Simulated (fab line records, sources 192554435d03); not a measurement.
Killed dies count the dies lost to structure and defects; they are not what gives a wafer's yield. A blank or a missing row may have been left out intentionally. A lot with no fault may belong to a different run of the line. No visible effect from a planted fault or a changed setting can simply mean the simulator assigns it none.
A struck lot beside a sound one -- flow n5-finfet -- 16 steps out of a route of 1938
Sound: wafers L518.1, L518.2, L518.5. The struck wafers were L523.2, L523.3, L523.4. The cause comes at the end.
At each step with rows: each side's tool, then ch and its chambers, then its first start. Under that, the readings that differ: sound wafers -- struck wafers -- difference of the means -- sigmas: that difference in standard deviations of wafers without a fault.
alike: readings with means less than 2 such deviations apart, plus words and numbers identical on both sides. not compared: withheld readings, readings lacking a value on some wafer, bounds such as >300 that could conceal the same value, and numbers that have no deviation in the record and whose values overlap.
Wherever a step has rows on one side only, a row that says differs or no value, or a row with sigmas, the two part there. Non-overlapping numbers with no deviation appear without sigmas and do not part them. A reading missing from all wafers of one side parts the sides only when that side holds two or more wafers.

first, 1 step without rows for these wafers: N5_BEOL_M4_STRIP_36 (strips in N2/H2).
N5_BEOL_M4_TRENCH_ETCH_37: etches SiOC in C4F6/O2, target depth 55.555 nm, time 29.2 s.
  sound on rie-diel-03 ch 0,1,2; struck on rie-diel-03 ch 0,1,3
  alike: drypump-motor-current-A, oes_f_703_au, oes-product-au, rf-vpp-V, showerhead-plenum-p-Torr, throttle-valve-pct
  not compared: rf-hours-counter-h
then, 1 step without rows for these wafers: N5_BEOL_M4_ETCH_41 (etches SiCN in CH3F/O2, target depth 29.9 nm, time 52.5 s).
N5_BEOL_M4_STRIP_97: strips in N2/H2, time 10 s.
  sound on rie-diel-03 ch 0,1,2; struck on rie-diel-03 ch 0,1,3
  alike: drypump-motor-current-A, h2-flow-sccm, oes-product-au, rf-vpp-V, showerhead-plenum-p-Torr, throttle-valve-pct
  not compared: rf-hours-counter-h
N5_BEOL_M4_OCD_MEAS_38:
  sound on ocd-01, day 10 08:38; struck on ocd-02, day 13 06:44
  alike: trench-depth-nm
then, 4 steps without rows for these wafers: N5_BEOL_M4_HM_STRIP_39 (strips TiN in peroxide tin strip, target depth 25 nm, time 158 s); N5_BEOL_M4_SRD_40 (time 30 s); N5_BEOL_M4_PRECLEAN_42 (cleans in residue remover, time 60 s); N5_BEOL_M4_SRD_43 (time 30 s).
N5_BEOL_M4_CD_MEAS_35: target cd 18 nm, target cd y 22.4 nm.
  sound on cd-sem-01, day 10 08:47; struck on cd-sem-03, day 13 06:53
  alike: cd-nm
N5_BEOL_M4_DEGAS_44: time 60 s.
  sound on pvd-sputter-02, day 10 09:47; struck on pvd-sputter-01, day 13 07:04
  alike: heater-power-w
N5_BEOL_M4_PRE_CLEAN_45: time 30 s.
  sound on pvd-sputter-02, day 10 09:49; struck on pvd-sputter-01, day 13 07:07
  alike: heater-power-w
N5_BEOL_M4_ALD_84: deposits TaN, pulse time 2 s, purge time 3 s, co reactant purge time 2 s.
  sound on ald-metal-01 ch 1,2,3, day 10 09:59; struck on ald-metal-04 ch 0,1,2, day 13 07:10
  no value came back on the struck wafers for ald-cycles, chamber-pressure-Torr (Torr), heater-power-w (W); on the sound wafers ald-cycles reads 30 30 30
N5_BEOL_M4_SURFACE_TREAT_85:
  sound on pvd-sputter-02, day 10 10:18; struck on pvd-sputter-03, day 13 07:28
  not compared: throttle-valve-pct
N5_BEOL_M4_RC_MEAS_101:
  the record has rows for the sound wafers here (prober-01 ch 0, day 10 13:35) and none for the struck ones
-- a jump in the record: the struck wafers' starts before and after are 5 days apart (it breaks off in module BEOL_M4 and resumes in module PASSIVATION, where the first step shown is number 1936 of the route) --
N5_PASSIVATION_PROBE_49:
  sound on prober-01, day 15 06:02; struck on prober-01, day 17 22:36
reading,sound,struck,difference,sigmas
defect-limited-yield (%),92.9 94.0 93.6,0 0 0,-94,-58
killed_at_M4_up,14 13 9,1072 1060 1092,+1063,+99 or more
killed-at-front-end,26 20 21,50 56 41,+27,+2
killed-dies,84 71 75,1180 1180 1180,+1103,+58
killed-on-rim,11 3 6,152 152 152,+145,+35
killed-short,26 29 18,48 57 46,+26,+3
sort_bin_4_leakage (%),0 0 0,89.07 88.31 90.76,+89.38,+99 or more
sort_bin_5_function (%),3.8 3.1 4.1,5.4 7.5 4.9,+2.3,+2
sort-n-pass,1096 1109 1105,0 0 0,-1103,-58
sort-yield-pct (%),92.9 94.0 93.6,0 0 0,-94,-58
  alike: killed_at_M0_to_M3, killed-at-contacts, killed-at-other, killed-open, sort_bin_6_memory

WHERE THEY PART
Last at N5_PASSIVATION_PROBE_49 as far as this record goes, first at N5_BEOL_M4_ALD_84.

WHY: what had been put in by the simulator
Entire step skipped (ald-metal-04, N5_BEOL_M4_ALD_84), from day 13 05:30 onward. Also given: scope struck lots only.
